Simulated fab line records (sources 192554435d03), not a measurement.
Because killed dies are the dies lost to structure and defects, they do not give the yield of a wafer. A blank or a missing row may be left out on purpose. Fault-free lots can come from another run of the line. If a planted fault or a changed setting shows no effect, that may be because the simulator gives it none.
Split-lot trial | flow n5_finfet | 7 lots, 21 wafers read, on a route of 1938 steps

== ABOUT THE SPLIT ==
At N5_DUMMY_GATE_COAT_34 (time 60 s, resist thk 60 nm), the setting spin_rpm was moved away from the recipe's 1500 rpm on 6 of the 21 wafers read, by -5.2% to +10.0%. All remaining wafers had this setting at the recipe value.

== FROM THE SPLIT TO THE READING: what the file shows between them, 9 steps ==
- N5_DUMMY_GATE_COAT_28: time 60 s, resist thk 10 nm (also split here: spin_rpm)
- N5_DUMMY_GATE_COAT_09: resist thk 30 nm
- N5_DUMMY_GATE_EBR_11
- N5_DUMMY_GATE_ETCH_29: etches underlayer in N2/H2, target depth 13 nm
- N5_DUMMY_GATE_ETCH_36: etches SiARC in CF4, target depth 13 nm
- N5_DUMMY_GATE_ETCH_37: etches SOC in N2/H2, target depth 60 nm, overetch 30 nm
- N5_DUMMY_GATE_STRIP_38: strips in N2/H2
- N5_DUMMY_GATE_STRIP_39: strips in N2/H2
- N5_DUMMY_GATE_STRIP_40: strips in CF4

== THE READING ==
SOC_of_DUMMY_GATE_COAT_34.thk_nm (the simulator's own value, which no gauge read), in nm, at N5_DUMMY_GATE_ETCH_31 (etches SiO2 in C4F6/O2, target depth 82.5 nm, time 27.5 s). No usual value for it is given in the file. Here, 15 wafers ran the recipe; their average is 51.9 nm with a standard deviation of 0.19 nm.

wafer  | tool, chamber at the split | spin_rpm as run, rpm | against the recipe | SOC_of_DUMMY_GATE_COAT_34.thk_nm, nm | against lot-mates on the recipe
L075.1 | litho_track-04, 0          | 1585                 | +5.7%              | 50                                   | -1.8
L075.2 | litho_track-04, 0          | 1585                 | +5.7%              | 50.2                                 | -1.6
L075.6 | litho_track-04, 0          | 1500                 | recipe             | 51.8                                 | -
L081.1 | litho_track-04, 0          | 1500                 | recipe             | 52                                   | -
L081.3 | litho_track-04, 0          | 1500                 | recipe             | 52.2                                 | -
L081.6 | litho_track-04, 0          | 1500                 | recipe             | 51.8                                 | -
L082.1 | litho_track-04, 0          | 1500                 | recipe             | 51.4                                 | -
L082.3 | litho_track-04, 0          | 1500                 | recipe             | 51.8                                 | -
L082.5 | litho_track-04, 0          | 1555                 | +3.7%              | 50.8                                 | -0.8
L083.2 | litho_track-05, 0          | 1500                 | recipe             | 51.8                                 | -
L083.4 | litho_track-05, 0          | 1500                 | recipe             | 51.8                                 | -
L083.6 | litho_track-05, 0          | 1500                 | recipe             | 52                                   | -
L084.2 | litho_track-01, 0          | 1500                 | recipe             | 52                                   | -
L084.5 | litho_track-01, 0          | 1500                 | recipe             | 52                                   | -
L084.6 | litho_track-01, 0          | 1650                 | +10.0%             | 49.2                                 | -2.8
L087.3 | litho_track-01, 0          | 1422                 | -5.2%              | 53.6                                 | +1.6
L087.4 | litho_track-01, 0          | 1422                 | -5.2%              | 53.6                                 | +1.6
L087.5 | litho_track-01, 0          | 1500                 | recipe             | 52                                   | -
L089.1 | litho_track-05, 0          | 1500                 | recipe             | 51.6                                 | -
L089.5 | litho_track-05, 0          | 1500                 | recipe             | 52                                   | -
L089.6 | litho_track-05, 0          | 1500                 | recipe             | 51.8                                 | -

THE FIT
A straight line over all 21 wafers: SOC_of_DUMMY_GATE_COAT_34.thk_nm changes by -0.298 nm for each +1% of spin_rpm; r = -0.98; the points scatter about the line by 0.19 nm.
The same after taking each lot's own level away (the mean of its wafers on the recipe; 21 wafers): -0.29 nm for each +1%; r = -0.99; scatter 0.14 nm.
According to that fit, moving spin_rpm by its largest amount changes the reading by 2.9 nm.
Measured against the standard deviation above, the lots' own levels, which go from 51.60 to 52.00 nm, span 2.1 times it.
So the lot-to-lot level changes the slope little: the two slopes agree.
Check: -2.94 nm against its lot-mates is what the line predicts for one of the wafers moved furthest among these (+10.0%) when that wafer is left out of the fit. Against them it came out at -2.8 nm.

== ADDITIONAL SPLITS CARRIED BY THESE WAFERS ==
These wafers also went through other splits before the reading. Each is held against what the fit with the lots' levels taken away leaves over:
other split on the same wafers            | wafers away from the commonest value | r with SOC_of_DUMMY_GATE_COAT_34.thk_nm (lot level and that fit taken away)
N5_ZERO_LAYER_DEVELOP_10 develop_time_s   | 7                                    | +0.08
N5_PMOS_HMC_CHANNEL_EPI_EXPOSE_06 dose_mj | 7                                    | +0.07
N5_FIN_CUT_COAT_02 spin_rpm               | 8                                    | -0.02
N5_DUMMY_GATE_COAT_28 spin_rpm            | 10                                   | +0.08

== THE WHOLE CHAIN: every reading that the file lists as answering this split, in the file's order ==
step                  | what it does                                              | reading                                                                           | change (the file's fit)               | r (the file's)
N5_DUMMY_GATE_COAT_34 | time 60 s, resist thk 60 nm                               | SOC_of_DUMMY_GATE_COAT_34.thk_nm (the simulator's own value, which no gauge read) | -0.286 nm for each +1% of the setting | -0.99
N5_DUMMY_GATE_ETCH_37 | etches SOC in N2/H2, target depth 60 nm, overetch 30 nm   | etch.depth_nm (the simulator's own value, which no gauge read)                    | -0.292 nm for each +1% of the setting | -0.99
N5_DUMMY_GATE_ETCH_31 | etches SiO2 in C4F6/O2, target depth 82.5 nm, time 27.5 s | SOC_of_DUMMY_GATE_COAT_34.thk_nm (the simulator's own value, which no gauge read) | -0.283 nm for each +1% of the setting | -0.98

== THE FILE'S OWN FIT ==
SOC_of_DUMMY_GATE_COAT_34.thk_nm changes by -0.283 nm for each +1% of spin_rpm, r = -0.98.
